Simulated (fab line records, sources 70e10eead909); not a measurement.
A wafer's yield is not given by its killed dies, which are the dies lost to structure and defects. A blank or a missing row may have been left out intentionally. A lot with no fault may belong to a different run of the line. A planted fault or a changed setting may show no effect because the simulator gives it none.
Which of the tools did it?    flow nand_harc    10 lots with 30 wafers sampled at 6 steps, on a route of 1302 steps

WHAT EACH GAUGE READ, for each wafer
NHARC_A_CONTACT_OVL_MEAS_70. Usual: overlay_x_nm 0.3 nm, standard deviation 0.99; overlay_y_nm 0.2 nm, standard deviation 1.1.
lot   measured      on          overlay_x_nm (nm)  overlay_y_nm (nm)  flag
L468  day 22 08:13  overlay-01  1.4 1.6 1.8        0.2 -0.7 0.0       
L471  day 22 18:16  overlay-01  -0.4 -0.9 -0.5     2.5 2.4 1.6        
L474  day 24 08:12  overlay-01  -1.9 -1.8 -2.0     0.7 0.7 1.3        
L476  day 25 18:53  overlay-01  0.5 0.4 0.4        -0.8 -0.8 -0.3     
L477  day 26 01:23  overlay-01  -0.3 -0.7 0.1      -0.5 -0.3 -0.3     
L484  day 28 06:31  overlay-02  -0.2 -0.8 -0.9     -1.3 -1.2 -1.7     
L485  day 29 08:35  overlay-02  0.6 0.6 0.3        -0.9 -0.7 -0.9     
L488  day 29 23:53  overlay-02  1.5 1.3 1.6        -0.9 -0.8 -0.8     
L489  day 30 18:43  overlay-02  -0.2 -0.2 0.2      1.6 2.0 1.5        
L491  day 31 14:01  overlay-01  0.3 0.8 0.8        -1.6 -1.1 -1.4     

NHARC_END_SORT_01. Usual: killed_at_array 55, standard deviation 20; killed_at_other 0.7, standard deviation 0.96; killed_at_periphery 4.1, standard deviation 2.4; killed_dies 60, standard deviation 20; killed_open 3.3, standard deviation 1.9; killed_short 2.8, standard deviation 1.6.
lot   measured      on         killed_at_array  killed_at_other  killed_at_periphery  killed_dies  killed_open  killed_short  flag
L468  day 24 23:40  prober-01  67 65 72         0 0 0            10 6 6               77 71 78     5 1 5        4 4 5         
L471  day 25 08:20  prober-01  37 44 39         3 0 2            3 1 5                43 45 46     2 1 5        2 3 2         
L474  day 26 22:43  prober-01  56 72 73         0 3 0            4 8 1                60 83 74     2 2 2        4 1 2         
L476  day 28 06:34  prober-01  86 91 74         1 3 1            2 2 6                89 96 81     6 9 3        3 2 3         
L477  day 28 14:19  prober-01  25 31 19         1 0 0            8 6 8                34 37 27     5 3 2        1 1 4         
L484  day 31 06:34  prober-01  167 132 165      2 2 0            1 1 2                170 135 167  1 6 4        0 3 3         OFF
L485  day 32 23:23  prober-01  145 140 163      0 0 0            7 1 8                152 141 171  2 3 6        1 0 6         OFF
L488  day 32 17:46  prober-01  33 23 30         2 2 1            2 3 2                37 28 33     5 1 2        3 2 1         
L489  day 33 14:46  prober-02  45 47 44         0 0 0            5 2 2                50 49 46     6 3 2        2 3 3         
L491  day 34 07:01  prober-01  78 63 64         1 0 0            2 3 5                81 66 69     2 4 2        9 4 3         

EACH LOT AND THE TOOL THAT RAN IT (in order: tool; ch and the chambers of the sampled wafers; start)
lot   NHARC_A_CONTACT_ETCH_117              NHARC_A_CONTACT_ETCH_102            NHARC_A_CONTACT_DESCUM_74           NHARC_A_CONTACT_ETCH_76
L468  har_cap_etch-03 ch 0,1, day 21 22:47  rie_diel-13 ch 0,2,3, day 22 01:49  rie_diel-04 ch 0,3, day 22 08:19    rie_diel-04 ch 0,2, day 24 23:40 or earlier
L471  har_cap_etch-03 ch 0,1, day 22 10:24  rie_diel-13 ch 0,2,3, day 22 13:32  rie_diel-04 ch 0,2,3, day 22 18:31  rie_diel-04 ch 0,3, day 25 08:20 or earlier
L474  har_cap_etch-03 ch 0,1, day 23 19:54  rie_diel-11 ch 1,2, day 23 22:32    rie_diel-04 ch 0,1, day 24 08:17    rie_diel-04 ch 0,1,3, day 26 22:43 or earlier
L476  har_cap_etch-03 ch 0,1, day 25 07:40  rie_diel-04 ch 0,1,3, day 25 10:41  rie_diel-11 ch 0,1,2, day 25 18:59  rie_diel-11 ch 0,1,2, day 28 06:34 or earlier
L477  har_cap_etch-02 ch 0,1, day 25 15:26  rie_diel-04 ch 1,2,3, day 25 18:01  rie_diel-04 ch 0,1,3, day 26 01:29  rie_diel-04 ch 2,3, day 28 14:19 or earlier
L484  har_cap_etch-03 ch 0,1, day 27 23:20  rie_diel-13 ch 2,3, day 28 01:55    rie_diel-04 ch 0,1,2, day 28 11:29  rie_diel-04 ch 1,2,3, day 31 06:34 or earlier
L485  har_cap_etch-03 ch 1, day 28 19:52    rie_diel-04 ch 0,1,2, day 28 22:23  rie_diel-04 ch 1,2,3, day 29 18:49  rie_diel-04 ch 0,1,2, day 32 23:23 or earlier
L488  har_cap_etch-01 ch 0,1, day 29 12:38  rie_diel-11 ch 0,1, day 29 15:08    rie_diel-11 ch 0,1, day 29 23:59    rie_diel-11 ch 0,1,2, day 32 17:46 or earlier
L489  har_cap_etch-01 ch 1, day 30 11:21    rie_diel-11 ch 0,1,3, day 30 13:55  rie_diel-13 ch 0,1,2, day 30 18:50  rie_diel-13 ch 1,3, day 33 14:46 or earlier
L491  har_cap_etch-01 ch 0,1, day 31 06:19  rie_diel-13 ch 1,2, day 31 08:52    rie_diel-13 ch 0,1,3, day 31 14:08  rie_diel-13 ch 0,1, day 34 07:01 or earlier
- NHARC_A_CONTACT_ETCH_117: etches the open film in C4F8/O2/Ar, time 190 s, target depth 1850 nm.
- NHARC_A_CONTACT_ETCH_102: etches the open film in CF4/O2, target depth 100 nm, overetch 10 nm, time 55 s.
- NHARC_A_CONTACT_DESCUM_74: chemistry O2, time 3 s.
- NHARC_A_CONTACT_ETCH_76: etches the open film in N2/H2, target depth 260 nm, time 475.3 s.

WHAT THE TOOLS THEMSELVES READ (means of the sampled wafers that have a number; where no wafer has one, the mark that the record gives instead)
NHARC_A_CONTACT_ETCH_102. Usual: drypump_motor_current_A 5.6 A, standard deviation 0.47; oes_product_au 1.001 a.u., standard deviation 0.0093; rf_fwd_power_W 296.5 W, standard deviation 1.4; rf_vpp_V 197.4 V, standard deviation 1.3; showerhead_plenum_p_Torr 1.31 Torr, standard deviation 0.053; throttle_valve_pct 13.397 %, standard deviation 0.01.
lot   tool         drypump_motor_current_A (A)  oes_product_au (a.u.)  rf_fwd_power_W (W)  rf_vpp_V (V)  showerhead_plenum_p_Torr (Torr)  throttle_valve_pct (%)  flag
L468  rie_diel-13  5.8                          1.013                  296.7               197.6         1.34                             13.394                  
L471  rie_diel-13  5.8                          1.004                  296.1               198.2         1.34                             13.401                  
L474  rie_diel-11  6.0                          0.993                  297.1               196.4         1.30                             13.391                  
L476  rie_diel-04  5.5                          1.001                  295.8               197.2         1.29                             13.400                  
L477  rie_diel-04  5.5                          1.009                  296.8               197.7         1.30                             13.399                  
L484  rie_diel-13  5.5                          1.000                  296.8               198.2         1.32                             13.388                  
L485  rie_diel-04  5.5                          1.006                  296.6               197.2         1.29                             13.395                  
L488  rie_diel-11  6.2                          1.000                  298.0               197.6         1.33                             13.397                  
L489  rie_diel-11  6.2                          0.995                  297.3               198.3         1.37                             13.391                  
L491  rie_diel-13  5.1                          1.005                  296.8               197.0         1.27                             13.403                  

NHARC_A_CONTACT_DESCUM_74. Usual: drypump_motor_current_A 5.6 A, standard deviation 0.45; oes_product_au 1.000 a.u., standard deviation 0.0098; rf_vpp_V 57.7 V, standard deviation 0.93; showerhead_plenum_p_Torr 1.89 Torr, standard deviation 0.077; throttle_valve_pct 11.311 %, standard deviation 0.0093.
lot   tool         drypump_motor_current_A (A)  oes_product_au (a.u.)  rf_vpp_V (V)  showerhead_plenum_p_Torr (Torr)  throttle_valve_pct (%)  flag
L468  rie_diel-04  5.5                          1.007                  57.0          1.87                             11.326                  
L471  rie_diel-04  5.6                          1.010                  57.6          1.88                             11.308                  
L474  rie_diel-04  5.3                          0.996                  56.8          1.84                             11.308                  
L476  rie_diel-11  5.9                          1.001                  57.5          1.91                             11.302                  
L477  rie_diel-04  5.5                          0.997                  57.7          1.85                             11.316                  
L484  rie_diel-04  5.5                          1.002                  57.4          1.84                             11.311                  
L485  rie_diel-04  5.5                          1.001                  56.9          1.86                             11.307                  
L488  rie_diel-11  6.2                          0.987                  57.8          1.91                             11.313                  
L489  rie_diel-13  5.6                          1.004                  57.5          1.83                             11.297                  
L491  rie_diel-13  5.5                          1.011                  57.7          1.90                             11.305                  

NHARC_A_CONTACT_ETCH_76. Usual: drypump_motor_current_A 5.6 A, standard deviation 0.44; oes_product_au 1.001 a.u., standard deviation 0.0093; rf_fwd_power_W 399.1 W, standard deviation 1.2; rf_vpp_V 429.8 V, standard deviation 2.3; showerhead_plenum_p_Torr 2.01 Torr, standard deviation 0.084; throttle_valve_pct 14.171 %, standard deviation 0.009.
lot   tool         drypump_motor_current_A (A)  oes_product_au (a.u.)  rf_fwd_power_W (W)  rf_vpp_V (V)  showerhead_plenum_p_Torr (Torr)  throttle_valve_pct (%)  flag
L468  rie_diel-04  5.6                          1.008                  399.0               429.2         2.01                             14.168                  
L471  rie_diel-04  5.6                          1.006                  398.7               429.7         1.99                             14.163                  
L474  rie_diel-04  5.5                          0.996                  398.6               429.1         1.97                             14.174                  
L476  rie_diel-11  5.9                          1.000                  399.1               431.2         2.04                             14.162                  
L477  rie_diel-04  5.7                          1.008                  398.6               429.8         2.01                             14.173                  
L484  rie_diel-04  5.5                          0.996                  399.4               427.8         1.98                             14.176                  
L485  rie_diel-04  5.4                          1.004                  398.8               427.7         1.96                             14.161                  
L488  rie_diel-11  5.9                          1.003                  400.5               430.6         2.03                             14.162                  
L489  rie_diel-13  5.1                          1.004                  400.0               431.5         2.10                             14.170                  
L491  rie_diel-13  5.9                          1.011                  399.0               428.6         1.96                             14.176                  

THE ANSWER, worked out from the rows above alone
Rule: a lot counts as off when the mean over its wafers that have a number is more than 3 standard deviations away from the usual mean. A lot without any number at a reading at which 4 lots or more have one is off too. Any other lot the step has rows for is counted as sound. First the gauges in route order, then the tools' own readings, where a lot's mean is used as printed above. At the first step where some lot is off, the reading lying furthest off is the one used; lots without a number count as furthest.
Off: L484, L485, at NHARC_END_SORT_01 (killed_at_array).
A tool fits if, at a process step before that reading, it ran every lot that is off, and no sound lot after the first of them. Gauges at NHARC_END_SORT_01: tried the same way as those tools. With no start given for some of its lots, NHARC_A_CONTACT_ETCH_76 uses the hours and lot order of NHARC_END_SORT_01. This does not decide it: 2 tools fit, namely har_cap_etch-03 at NHARC_A_CONTACT_ETCH_117 and rie_diel-04 at NHARC_A_CONTACT_DESCUM_74 and NHARC_A_CONTACT_ETCH_76.

WHAT HAD BEEN PUT IN BY THE SIMULATOR
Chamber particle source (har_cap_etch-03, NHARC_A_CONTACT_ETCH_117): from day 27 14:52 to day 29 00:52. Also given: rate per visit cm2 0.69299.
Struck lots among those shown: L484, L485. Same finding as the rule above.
